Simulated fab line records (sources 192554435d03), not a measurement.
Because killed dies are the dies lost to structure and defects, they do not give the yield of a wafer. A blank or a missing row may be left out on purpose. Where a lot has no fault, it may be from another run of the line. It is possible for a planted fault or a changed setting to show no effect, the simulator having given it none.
fab line records || flow n5Finfet
record: {"lots": 4, "wafers": 12, "lastDay": 15}
route steps=1938 shown MOL_CONTACT_COAG@621 BEOL_M0_SAQP@632 BEOL_M0@743 BEOL_M4@1111
lots with no fault: from the same line, run without faults
startH: start of the lot's first displayed wafer, in hours after the record's first day || waitH: hours elapsed since this lot's preceding step || " unchanged from the row above || L1.1+2: several wafers, shown together as one row || - no value present, or no start provided || * or withheld: withheld || < > ~ a bound
route shown NAME@n: a module of which the file shows steps, and the number in the route of the first || usual: mean/standard deviation of fault-free wafers || same: alike in all rows || chamber/n: place in a boat || sites: the reading at each site || _std_site: the standard deviation of these || _edge_site: outer sites' mean less inner sites' || radiusMm: how far each site lies from the wafer's centre || mask NAME#n: copy n || behind: the most recent tool/chamber to have shaped the wafer || hold: reason for holding the lot/hours on hold/outcome of the hold || device: whichever transistor did not switch (one of n, p or np) || end of line: the tests these same wafers got at the end of their route || a step with no rows: only its recipe || killed: the dies lost at the first sort to structure and to defects; this is not the yield of the wafer || map: dies across one wafer; x = killed, . = not, _ = none there
set.NAME: setting as actually run; set.NAME@STEP: the setting as run at that earlier step || model.NAME: the simulator's own value behind a step, which no gauge read
lots at some steps of the route; a table a step, a row a wafer
services: the hour from which a tool's chamber was out of use, counted from the record's first day as startH (under 0 if before that day), plus the number of hours and why
== steps ==
step: N5_MOL_CONTACT_COAG_SRD_139
recipe: {"dry": "ipaMarangoni", "timeS": 30, "tempC": 23, "rinseLiquid": "diw"}
step: N5_MOL_CONTACT_COAG_PRE_CLEAN_121
recipe: {"gas": "H2/He", "timeS": "*", "tempC": "withheld"}
step: N5_MOL_CONTACT_COAG_CVD_140
recipe: {"material": "W", "targetThkA": 665, "mode": "selectiveFill", "tempC": 300, "timeS": 215}
step: N5_MOL_CONTACT_COAG_PRECLEAN_127
recipe: {"chemistry": "DIW", "timeS": 57.5, "tempC": 23}
step: N5_MOL_CONTACT_COAG_SRD_128
recipe: {"dryTimeS": 32, "dry": "n2Spin", "spinRpm": 1500}
step: N5_MOL_CONTACT_COAG_CMP_52
recipe: {"stopOn": "SiO2", "tOverpolishS": 1.5, "postCmpClean": "wDiluteNh4oh", "downForcePsi": 4, "platenRpm": 50.289, "padVelocityMS": 1.0006, "targetThkNm": 66.5}
step: N5_MOL_CONTACT_COAG_ANNEAL_112
recipe: {"tempC": 400, "timeS": 1800, "ambient": "HPD2", "pressureAtm": 10}
step: N5_BEOL_M0_SAQP_PECVD_00
recipe: {"material": "SiCN", "targetThkA": 80, "tempC": "withheld", "precursor": "3MS/NH3", "pressureTorr": 3, "rfW": 202, "timeS": 14}
step: N5_BEOL_M0_SAQP_ILD_DEP_01
recipe: {"material": "SiOC", "targetThkA": 454.19, "tempC": 350, "precursor": "DEMS/O2", "pressureTorr": 5, "rfW": 500, "timeS": 8.7}
usual: {"heaterPowerW": "566/75", "showerheadPlenumPTorr": "5.696/0.019", "throttleValvePct": "12.0/0.51"}
{"lot.wafer": "L388.1", "tool": "pecvd-04", "chamber": 1, "startH": 115.71, "waitH": 0.0, "heaterPowerW": 604, "showerheadPlenumPTorr": 5.667, "throttleValvePct": 12.4, "model.SiOC_of_BEOL_M0_SAQP_ILD_DEP_01.thkNm": 45.2}
{"lot.wafer": "L388.2", "tool": "pecvd-04", "chamber": 0, "startH": 115.71, "waitH": 0.0, "heaterPowerW": 683, "showerheadPlenumPTorr": 5.699, "throttleValvePct": 12.5, "model.SiOC_of_BEOL_M0_SAQP_ILD_DEP_01.thkNm": 44.4}
{"lot.wafer": "L388.6", "tool": "pecvd-04", "chamber": 1, "startH": 115.71, "waitH": 0.0, "heaterPowerW": 583, "showerheadPlenumPTorr": 5.677, "throttleValvePct": 12.1, "model.SiOC_of_BEOL_M0_SAQP_ILD_DEP_01.thkNm": 46.2}
{"lot.wafer": "L394.1", "tool": "pecvd-04", "chamber": 2, "startH": 152.05, "waitH": 0.0, "heaterPowerW": 623, "showerheadPlenumPTorr": 5.717, "throttleValvePct": 11.3, "model.SiOC_of_BEOL_M0_SAQP_ILD_DEP_01.thkNm": 45.2}
{"lot.wafer": "L394.5", "tool": "pecvd-04", "chamber": 1, "startH": 152.05, "waitH": 0.0, "heaterPowerW": 503, "showerheadPlenumPTorr": 5.654, "throttleValvePct": 12.3, "model.SiOC_of_BEOL_M0_SAQP_ILD_DEP_01.thkNm": 33.8}
{"lot.wafer": "L394.6", "tool": "pecvd-04", "chamber": 0, "startH": 152.05, "waitH": 0.0, "heaterPowerW": 668, "showerheadPlenumPTorr": 5.685, "throttleValvePct": 12.7, "model.SiOC_of_BEOL_M0_SAQP_ILD_DEP_01.thkNm": 45.6}
{"lot.wafer": "L396.3", "tool": "pecvd-04", "chamber": 1, "startH": 160.10, "waitH": 0.0, "heaterPowerW": 620, "showerheadPlenumPTorr": 5.672, "throttleValvePct": 12.0, "model.SiOC_of_BEOL_M0_SAQP_ILD_DEP_01.thkNm": 44.4}
{"lot.wafer": "L396.4", "tool": "pecvd-04", "chamber": 0, "startH": 160.10, "waitH": 0.0, "heaterPowerW": 568, "showerheadPlenumPTorr": 5.686, "throttleValvePct": 12.7, "model.SiOC_of_BEOL_M0_SAQP_ILD_DEP_01.thkNm": 33}
{"lot.wafer": "L396.6", "tool": "pecvd-04", "chamber": 2, "startH": 160.10, "waitH": 0.0, "heaterPowerW": 589, "showerheadPlenumPTorr": 5.718, "throttleValvePct": 11.6, "model.SiOC_of_BEOL_M0_SAQP_ILD_DEP_01.thkNm": 46.2}
{"lot.wafer": "L401.3", "tool": "pecvd-03", "chamber": 1, "startH": 193.71, "waitH": 0.0, "heaterPowerW": 537, "showerheadPlenumPTorr": 5.667, "throttleValvePct": 12.5, "model.SiOC_of_BEOL_M0_SAQP_ILD_DEP_01.thkNm": 45}
{"lot.wafer": "L401.5", "tool": "pecvd-03", "chamber": 0, "startH": 193.71, "waitH": 0.0, "heaterPowerW": 522, "showerheadPlenumPTorr": 5.730, "throttleValvePct": 11.7, "model.SiOC_of_BEOL_M0_SAQP_ILD_DEP_01.thkNm": 45.4}
{"lot.wafer": "L401.6", "tool": "pecvd-03", "chamber": 1, "startH": 193.71, "waitH": 0.0, "heaterPowerW": 539, "showerheadPlenumPTorr": 5.702, "throttleValvePct": 12.3, "model.SiOC_of_BEOL_M0_SAQP_ILD_DEP_01.thkNm": 46.2}
step: N5_BEOL_M0_SAQP_HM_DEP_02
recipe: {"material": "TiN", "targetThkA": 120, "tempC": 25, "chamberPressurePa": 0.49996}
step: N5_BEOL_M0_SAQP_PECVD_03
recipe: {"material": "SiCN", "targetThkA": 120, "tempC": "withheld", "precursor": "3MS/NH3", "pressureTorr": 3, "rfW": 202, "timeS": 21.1}
step: N5_BEOL_M0_SAQP_PECVD_96
recipe: {"material": "a-Si", "targetThkA": 450, "tempC": 350, "precursor": "SiH4/He", "pressureTorr": 3, "rfW": 100, "timeS": 45.2}
step: N5_BEOL_M0_SAQP_PECVD_97
recipe: {"material": "SiNx", "targetThkA": 230, "tempC": 350, "precursor": "SiH4/NH3/N2", "pressureTorr": 1.5, "rfW": 300, "timeS": 19.9}
step: N5_BEOL_M0_SAQP_PECVD_04
recipe: {"material": "a-Si", "targetThkA": 600, "tempC": 350, "precursor": "SiH4/He", "pressureTorr": 3, "rfW": 100, "timeS": 60.2}
step: N5_BEOL_M0_SAQP_HM_DEP_111
recipe: {"material": "SiO2", "targetThkA": 120, "tempC": 400, "precursor": "SiH4/N2O", "pressureTorr": 0.75, "rfW": 275, "timeS": 7.2}
step: N5_BEOL_M0_SAQP_COAT_81
recipe: {"resist": "SOC", "tempC": 250, "timeS": 60, "spinRpm": 1500, "resistThkNm": 100}
step: N5_BEOL_M0_SAQP_COAT_82
recipe: {"resist": "SiARC", "tempC": 220, "timeS": 60, "spinRpm": 1500, "resistThkNm": 30}
step: N5_BEOL_M0_SAQP_COAT_08
recipe: {"resist": "CAR-ArF", "spinRpm": 1500, "resistThkNm": 90}
step: N5_BEOL_M0_SAQP_EBR_10
recipe: {"solvent": "PGMEA", "ebrWidthMm": 1.5}
step: N5_BEOL_M0_SAQP_SOFTBAKE_09
recipe: {"tempC": 110, "timeS": 60, "resist": "CAR-ArF"}
step: N5_BEOL_M0_SAQP_EXPOSE_11
recipe: {"maskId": "M0_CORE", "na": 1.35, "sourceShape": "dipole", "sigmaInner": 0.538, "sigmaOuter": 0.738, "polarization": "te", "targetCdNm": 42, "doseMj": 55}
step: N5_BEOL_M0_SAQP_PEB_12
recipe: {"pebTempC": "withheld", "pebTimeS": 60, "resist": "CAR-ArF"}
step: N5_BEOL_M0_SAQP_DEVELOP_13
recipe: {"developTimeS": 30, "developer": "TMAH", "resist": "CAR-ArF", "devTempC": 23, "rinseLiquid": "diw", "dry": "airSpin"}
step: N5_BEOL_M0_SAQP_DESCUM_19
recipe: {"chemistry": "O2", "timeS": 7.9, "sourcePowerW": 50, "biasPowerW": 20, "pressureMtorr": 20, "rfFrequencyHz": 2.712e+07, "tempC": 40, "resist": "CAR-ArF", "o2FlowSccm": 225}
step: N5_BEOL_M0_SAQP_ETCH_83
recipe: {"chemistry": "CF4", "target": "SiARC", "targetDepthA": 390, "maskMaterial": "CAR-ArF", "timeS": 65, "ionEnergyEv": 80, "pressureMtorr": 40, "sourceW": 545, "biasW": 36, "Ar_flow_sccm": 100, "cf4FlowSccm": 100, "ends": "cleared"}
step: N5_BEOL_M0_SAQP_ETCH_84
recipe: {"chemistry": "N2/H2", "target": "SOC", "targetDepthA": 1000, "overetchA": 200, "maskMaterial": "SiARC", "tempC": 40, "timeS": 150, "ionEnergyEv": 200, "pressureMtorr": 30, "sourceW": 840, "biasW": 150, "n2FlowSccm": 200, "h2FlowSccm": 200}
step: N5_BEOL_M0_SAQP_STRIP_80
recipe: {"chemistry": "N2/H2", "tempC": 40, "n2FlowSccm": 200, "h2FlowSccm": 200, "rfFrequencyHz": 6e+07}
step: N5_BEOL_M0_SAQP_HM_OPEN_112
recipe: {"chemistry": "CHF3/O2", "target": "SiO2", "stopOn": "a-Si", "targetDepthA": 120, "overEtchFrac": 1.25, "maskMaterial": "SOC", "timeS": 13.5, "pressureMtorr": 30, "sourceW": 650, "biasW": 170, "Ar_flow_sccm": 200, "CHF3_flow_sccm": 50, "O2_flow_sccm": 5, "ionEnergyEv": 200, "ends": "endPoint"}
step: N5_BEOL_M0_SAQP_STRIP_113
recipe: {"chemistry": "CHF3/O2", "resist": "SiARC", "rfFrequencyHz": 6e+07}
step: N5_BEOL_M0_SAQP_MANDREL_ETCH_20
recipe: {"targetDepthA": 600, "chemistry": "HBr/Cl2", "target": "a-Si", "stopOn": "SiNx", "btTimeS": 10, "maskMaterial": "SOC", "overEtchFrac": 0.5, "timeS": 30, "pressureMtorr": 10, "icpW": 800, "biasW": 75, "HBr_flow_sccm": 150, "Cl2_flow_sccm": 80, "ends": "endPoint"}
step: N5_BEOL_M0_SAQP_STRIP_86
recipe: {"chemistry": "N2/H2", "powerW": 500, "tempC": 40, "pressureMtorr": 50, "rfFrequencyHz": 6e+07, "overashFraction": 0.3, "biasPowerW": 28, "h2Frac": 0.5, "n2FlowSccm": 300, "h2FlowSccm": 300}
step: N5_BEOL_M0_SAQP_STRIP_115
recipe: {"chemistry": "postEtchResidueRemover", "timeS": 60, "tempC": 25, "removerPh": "withheld", "removerWaterWtPct": "withheld", "removerFluorideWtPct": "withheld"}
step: N5_BEOL_M0_SAQP_SRD_93
recipe: {"dry": "ipaMarangoni", "timeS": 30, "tempC": 23, "rinseLiquid": "diw"}
step: N5_BEOL_M0_SAQP_RECESS_114
recipe: {"chemistry": "HF/NH3", "target": "SiO2", "targetDepthA": 144, "afsCycles": 3, "tempC": 30, "sublimationTempC": 180, "sublimationTimeS": 60}
step: N5_BEOL_M0_CMP_120
recipe: {"stopOn": "SiOC", "tOverpolishS": 6.9, "downForcePsi": 1, "platenRpm": 50, "clearingPlatenDownForcePsi": 1.5, "clearingPlatenRpm": 50, "postCmpClean": "cuAlkaline", "clearingPlatenPadVelocityMS": 0.99484, "padVelocityMS": 0.99484}
usual: {"barrierFieldEndpointS": "3.67/0.11", "motorCurrentA": "6.1/0.45", "overpolishRunS": "6.901/0.0097", "timeToEndpointS": "63.8/2.8"}
{"lot.wafer": "L388.2", "tool": "cmp-03", "chamber": 0, "startH": 128.58, "waitH": 0.2, "barrierFieldEndpointS": 3.60, "motorCurrentA": 6.0, "overpolishRunS": 6.907, "timeToEndpointS": 65.9, "model.SiOC_of_BEOL_M0_SAQP_ILD_DEP_01.thkNm": 38.2}
{"lot.wafer": "L388.1", "tool": "cmp-03", "chamber": 1, "startH": 128.58, "waitH": 0.2, "barrierFieldEndpointS": 3.68, "motorCurrentA": 5.8, "overpolishRunS": 6.904, "timeToEndpointS": 67.8, "model.SiOC_of_BEOL_M0_SAQP_ILD_DEP_01.thkNm": 39}
{"lot.wafer": "L388.6", "tool": "cmp-03", "chamber": 3, "startH": 128.58, "waitH": 0.2, "barrierFieldEndpointS": 3.57, "motorCurrentA": 6.3, "overpolishRunS": 6.894, "timeToEndpointS": 63.5, "model.SiOC_of_BEOL_M0_SAQP_ILD_DEP_01.thkNm": 40}
{"lot.wafer": "L394.1", "tool": "cmp-03", "chamber": 3, "startH": 166.88, "waitH": 0.3, "barrierFieldEndpointS": 3.61, "motorCurrentA": 6.1, "overpolishRunS": 6.901, "timeToEndpointS": 62.0, "model.SiOC_of_BEOL_M0_SAQP_ILD_DEP_01.thkNm": 39}
{"lot.wafer": "L394.5", "tool": "cmp-03", "chamber": 3, "startH": 166.88, "waitH": 0.3, "barrierFieldEndpointS": 3.49, "motorCurrentA": 6.4, "overpolishRunS": 6.897, "timeToEndpointS": 61.3, "model.SiOC_of_BEOL_M0_SAQP_ILD_DEP_01.thkNm": 27.6}
{"lot.wafer": "L394.6", "tool": "cmp-03", "chamber": 0, "startH": 166.88, "waitH": 0.3, "barrierFieldEndpointS": 3.69, "motorCurrentA": 6.0, "overpolishRunS": 6.901, "timeToEndpointS": 63.4, "model.SiOC_of_BEOL_M0_SAQP_ILD_DEP_01.thkNm": 39.4}
{"lot.wafer": "L396.4", "tool": "cmp-03", "chamber": 1, "startH": 170.25, "waitH": 0.2, "barrierFieldEndpointS": 3.47, "motorCurrentA": 6.5, "overpolishRunS": 6.906, "timeToEndpointS": 67.7, "model.SiOC_of_BEOL_M0_SAQP_ILD_DEP_01.thkNm": 27}
{"lot.wafer": "L396.3", "tool": "cmp-03", "chamber": 2, "startH": 170.25, "waitH": 0.2, "barrierFieldEndpointS": 3.49, "motorCurrentA": 7.0, "overpolishRunS": 6.896, "timeToEndpointS": 58.3, "model.SiOC_of_BEOL_M0_SAQP_ILD_DEP_01.thkNm": 38.4}
{"lot.wafer": "L396.6", "tool": "cmp-03", "chamber": 3, "startH": 170.25, "waitH": 0.2, "barrierFieldEndpointS": 3.55, "motorCurrentA": 6.2, "overpolishRunS": 6.893, "timeToEndpointS": 61.9, "model.SiOC_of_BEOL_M0_SAQP_ILD_DEP_01.thkNm": 40.2}
{"lot.wafer": "L401.3", "tool": "cmp-04", "chamber": 2, "startH": 206.54, "waitH": 0.3, "barrierFieldEndpointS": 3.71, "motorCurrentA": 5.9, "overpolishRunS": 6.897, "timeToEndpointS": 65.9, "model.SiOC_of_BEOL_M0_SAQP_ILD_DEP_01.thkNm": 38.8}
{"lot.wafer": "L401.6", "tool": "cmp-04", "chamber": 3, "startH": 206.54, "waitH": 0.3, "barrierFieldEndpointS": 3.66, "motorCurrentA": 6.4, "overpolishRunS": 6.911, "timeToEndpointS": 66.3, "model.SiOC_of_BEOL_M0_SAQP_ILD_DEP_01.thkNm": 40}
{"lot.wafer": "L401.5", "tool": "cmp-04", "chamber": 0, "startH": 206.54, "waitH": 0.3, "barrierFieldEndpointS": 3.59, "motorCurrentA": 5.9, "overpolishRunS": 6.882, "timeToEndpointS": 63.2, "model.SiOC_of_BEOL_M0_SAQP_ILD_DEP_01.thkNm": 39.2}
step: N5_BEOL_M0_RS_MEAS_126
recipe: {"thkMeasGauge": "four-point-probe", "reads": "Co_of_BEOL_M0_CO_CAP_123+Cu_of_BEOL_M0_ECD_118+Co_of_BEOL_M0_CVD_115+TaN_of_BEOL_M0_ALD_136"}
usual: {"M0_RS": "0.524/0.016"}
{"lot.wafer": "L388.1", "tool": "filmMetro-02", "chamber": "-", "startH": 129.13, "waitH": 0.0, "M0_RS[ohm/sq]": 0.518}
{"lot.wafer": "L388.2", "tool": "filmMetro-02", "chamber": "-", "startH": 129.13, "waitH": 0.0, "M0_RS[ohm/sq]": 0.540}
{"lot.wafer": "L388.6", "tool": "filmMetro-02", "chamber": "-", "startH": 129.13, "waitH": 0.0, "M0_RS[ohm/sq]": 0.516}
{"lot.wafer": "L394.1", "tool": "filmMetro-01", "chamber": "-", "startH": 167.43, "waitH": 0.0, "M0_RS[ohm/sq]": 0.546}
{"lot.wafer": "L394.5", "tool": "filmMetro-01", "chamber": "-", "startH": 167.43, "waitH": 0.0, "M0_RS[ohm/sq]": 0.746}
{"lot.wafer": "L394.6", "tool": "filmMetro-01", "chamber": "-", "startH": 167.43, "waitH": 0.0, "M0_RS[ohm/sq]": 0.504}
{"lot.wafer": "L396.3", "tool": "filmMetro-01", "chamber": "-", "startH": 170.73, "waitH": 0.1, "M0_RS[ohm/sq]": 0.554}
{"lot.wafer": "L396.4", "tool": "filmMetro-01", "chamber": "-", "startH": 170.73, "waitH": 0.1, "M0_RS[ohm/sq]": 0.754}
{"lot.wafer": "L396.6", "tool": "filmMetro-01", "chamber": "-", "startH": 170.73, "waitH": 0.1, "M0_RS[ohm/sq]": 0.503}
{"lot.wafer": "L401.3", "tool": "filmMetro-01", "chamber": "-", "startH": 206.98, "waitH": 0.1, "M0_RS[ohm/sq]": 0.524}
{"lot.wafer": "L401.5", "tool": "filmMetro-01", "chamber": "-", "startH": 206.98, "waitH": 0.1, "M0_RS[ohm/sq]": 0.525}
{"lot.wafer": "L401.6", "tool": "filmMetro-01", "chamber": "-", "startH": 206.98, "waitH": 0.1, "M0_RS[ohm/sq]": 0.497}
step: N5_BEOL_M4_RC_MEAS_101
usual: {"DIBL_N": "36.3/1.7", "DIBL_P": "36.0/1.9", "IOFF_N": "0.156/0.028", "IOFF_P": "0.21/0.036", "ION_N": "675/11", "ION_P": "463/7.8", "SS_N": "71.6/0.59", "SS_P": "73.2/0.63", "VT_N": "250/3.1", "VT_P": "-251/3.4"}
{"lot.wafer": "L388.1", "tool": "prober-02", "chamber": 0, "startH": 168.65, "waitH": 0.0, "DIBL_N[mV/V]": 34.7, "DIBL_P[mV/V]": 33.6, "IOFF_N[nA/um]": 0.126, "IOFF_P[nA/um]": 0.15, "ION_N[uA/um]": 664, "ION_P[uA/um]": 454, "SS_N[mV/dec]": 70.6, "SS_P[mV/dec]": 72.4, "VT_N[mV]": 250, "VT_P[mV]": -255}
{"lot.wafer": "L388.2", "tool": "prober-02", "chamber": 0, "startH": 168.65, "waitH": 0.0, "DIBL_N[mV/V]": 38.1, "DIBL_P[mV/V]": 37.0, "IOFF_N[nA/um]": 0.179, "IOFF_P[nA/um]": 0.19, "ION_N[uA/um]": 680, "ION_P[uA/um]": 451, "SS_N[mV/dec]": 71.8, "SS_P[mV/dec]": 73.7, "VT_N[mV]": 246, "VT_P[mV]": -254}
{"lot.wafer": "L388.6", "tool": "prober-02", "chamber": 0, "startH": 168.65, "waitH": 0.0, "DIBL_N[mV/V]": 35.4, "DIBL_P[mV/V]": 33.3, "IOFF_N[nA/um]": 0.130, "IOFF_P[nA/um]": 0.15, "ION_N[uA/um]": 671, "ION_P[uA/um]": 447, "SS_N[mV/dec]": 71.3, "SS_P[mV/dec]": 71.9, "VT_N[mV]": 252, "VT_P[mV]": -257}
{"lot.wafer": "L396.3", "tool": "prober-02", "chamber": 0, "startH": 210.09, "waitH": 0.3, "DIBL_N[mV/V]": 36.9, "DIBL_P[mV/V]": 35.4, "IOFF_N[nA/um]": 0.169, "IOFF_P[nA/um]": 0.21, "ION_N[uA/um]": 687, "ION_P[uA/um]": 470, "SS_N[mV/dec]": 71.5, "SS_P[mV/dec]": 72.6, "VT_N[mV]": 245, "VT_P[mV]": -249}
{"lot.wafer": "L396.4", "tool": "prober-02", "chamber": 0, "startH": 210.09, "waitH": 0.3, "DIBL_N[mV/V]": 37.0, "DIBL_P[mV/V]": 36.3, "IOFF_N[nA/um]": 0.176, "IOFF_P[nA/um]": 0.22, "ION_N[uA/um]": 679, "ION_P[uA/um]": 469, "SS_N[mV/dec]": 71.4, "SS_P[mV/dec]": 73.5, "VT_N[mV]": 247, "VT_P[mV]": -247}
{"lot.wafer": "L396.6", "tool": "prober-02", "chamber": 0, "startH": 210.09, "waitH": 0.3, "DIBL_N[mV/V]": 36.1, "DIBL_P[mV/V]": 34.5, "IOFF_N[nA/um]": 0.153, "IOFF_P[nA/um]": 0.19, "ION_N[uA/um]": 677, "ION_P[uA/um]": 464, "SS_N[mV/dec]": 71.3, "SS_P[mV/dec]": 72.9, "VT_N[mV]": 250, "VT_P[mV]": -248}
{"lot.wafer": "L394.1", "tool": "prober-01", "chamber": 0, "startH": 210.38, "waitH": 0.0, "DIBL_N[mV/V]": 35.3, "DIBL_P[mV/V]": 33.3, "IOFF_N[nA/um]": 0.125, "IOFF_P[nA/um]": 0.17, "ION_N[uA/um]": 649, "ION_P[uA/um]": 447, "SS_N[mV/dec]": 72.1, "SS_P[mV/dec]": 73.0, "VT_N[mV]": 256, "VT_P[mV]": -252}
{"lot.wafer": "L394.5", "tool": "prober-01", "chamber": 0, "startH": 210.38, "waitH": 0.0, "DIBL_N[mV/V]": 35.6, "DIBL_P[mV/V]": 35.3, "IOFF_N[nA/um]": 0.138, "IOFF_P[nA/um]": 0.20, "ION_N[uA/um]": 669, "ION_P[uA/um]": 467, "SS_N[mV/dec]": 71.2, "SS_P[mV/dec]": 73.0, "VT_N[mV]": 250, "VT_P[mV]": -248}
{"lot.wafer": "L394.6", "tool": "prober-01", "chamber": 0, "startH": 210.38, "waitH": 0.0, "DIBL_N[mV/V]": 35.7, "DIBL_P[mV/V]": 35.2, "IOFF_N[nA/um]": 0.143, "IOFF_P[nA/um]": 0.19, "ION_N[uA/um]": 672, "ION_P[uA/um]": 464, "SS_N[mV/dec]": 70.7, "SS_P[mV/dec]": 73.3, "VT_N[mV]": 252, "VT_P[mV]": -251}
{"lot.wafer": "L401.3", "tool": "prober-02", "chamber": 0, "startH": 248.62, "waitH": 0.3, "DIBL_N[mV/V]": 35.5, "DIBL_P[mV/V]": 36.9, "IOFF_N[nA/um]": 0.142, "IOFF_P[nA/um]": 0.18, "ION_N[uA/um]": 672, "ION_P[uA/um]": 455, "SS_N[mV/dec]": 71.6, "SS_P[mV/dec]": 72.8, "VT_N[mV]": 254, "VT_P[mV]": -253}
{"lot.wafer": "L401.5", "tool": "prober-02", "chamber": 0, "startH": 248.62, "waitH": 0.3, "DIBL_N[mV/V]": 36.5, "DIBL_P[mV/V]": 37.8, "IOFF_N[nA/um]": 0.150, "IOFF_P[nA/um]": 0.19, "ION_N[uA/um]": 669, "ION_P[uA/um]": 459, "SS_N[mV/dec]": 71.2, "SS_P[mV/dec]": 74.1, "VT_N[mV]": 255, "VT_P[mV]": -253}
{"lot.wafer": "L401.6", "tool": "prober-02", "chamber": 0, "startH": 248.62, "waitH": 0.3, "DIBL_N[mV/V]": 38.2, "DIBL_P[mV/V]": 39.8, "IOFF_N[nA/um]": 0.205, "IOFF_P[nA/um]": 0.23, "ION_N[uA/um]": 685, "ION_P[uA/um]": 463, "SS_N[mV/dec]": 72.3, "SS_P[mV/dec]": 73.4, "VT_N[mV]": 248, "VT_P[mV]": -251}
== services ==
{"tool": "cmp-03", "chamber": "-", "startH": 104.47, "hours": 0.5, "kind": "repair"}
{"tool": "cmp-04", "chamber": "-", "startH": 135.94, "hours": 6.4, "kind": "repair"}
{"tool": "cmp-03", "chamber": "-", "startH": 149.76, "hours": 4.0, "kind": "pm"}
{"tool": "cmp-03", "chamber": "-", "startH": 153.76, "hours": "-", "kind": "consumableReplace:conditioner"}
{"tool": "cmp-03", "chamber": "-", "startH": 153.76, "hours": "-", "kind": "consumableReplace:pad"}
{"tool": "cmp-04", "chamber": "-", "startH": 163.48, "hours": 4.0, "kind": "pm"}
{"tool": "cmp-04", "chamber": "-", "startH": 167.48, "hours": "-", "kind": "consumableReplace:conditioner"}
{"tool": "cmp-04", "chamber": "-", "startH": 167.48, "hours": "-", "kind": "consumableReplace:pad"}
{"tool": "pecvd-04", "chamber": "-", "startH": 169.48, "hours": 6.0, "kind": "pm"}
{"tool": "pecvd-03", "chamber": 2, "startH": 202.56, "hours": "-", "kind": "clean"}
{"tool": "pecvd-03", "chamber": 2, "startH": 202.56, "hours": "-", "kind": "consumableReplace:showerhead"}
{"tool": "pecvd-03", "chamber": 2, "startH": 202.56, "hours": 29.0, "kind": "scheduledDown"}
{"tool": "pecvd-03", "chamber": 2, "startH": 202.56, "hours": 29.0, "kind": "ventCycle"}
== key ==
firstSign: {"step": "N5_BEOL_M0_RS_MEAS_126", "reading": "M0_RS", "direction": "up", "sigmas": 14, "usual": 0.524, "struck": 0.750}
effect none on later readings
modelEffect: {"step": "N5_BEOL_M0_SAQP_ILD_DEP_01", "value": "SiOC_of_BEOL_M0_SAQP_ILD_DEP_01.thkNm", "without": 45.5, "struck": 33.4}
modelEffect: {"step": "N5_BEOL_M0_CMP_120", "value": "SiOC_of_BEOL_M0_SAQP_ILD_DEP_01.thkNm", "without": 39.4, "struck": 27.3}
metAt N5_BEOL_M0_SAQP_ILD_DEP_01
struckWafers L394.5,L396.4
onsetBetween 115.71 152.05
fault: {"kind": "processParameterDrift", "tool": "pecvd-04", "chamber": "-", "onsetH": 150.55, "steps": "N5_BEOL_M0_SAQP_ILD_DEP_01", "channel": "timeS", "offset": "*", "shape": "step", "endH": 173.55, "scope": "struckWafersOnly", "actsIn": "*", "stated": "*"}
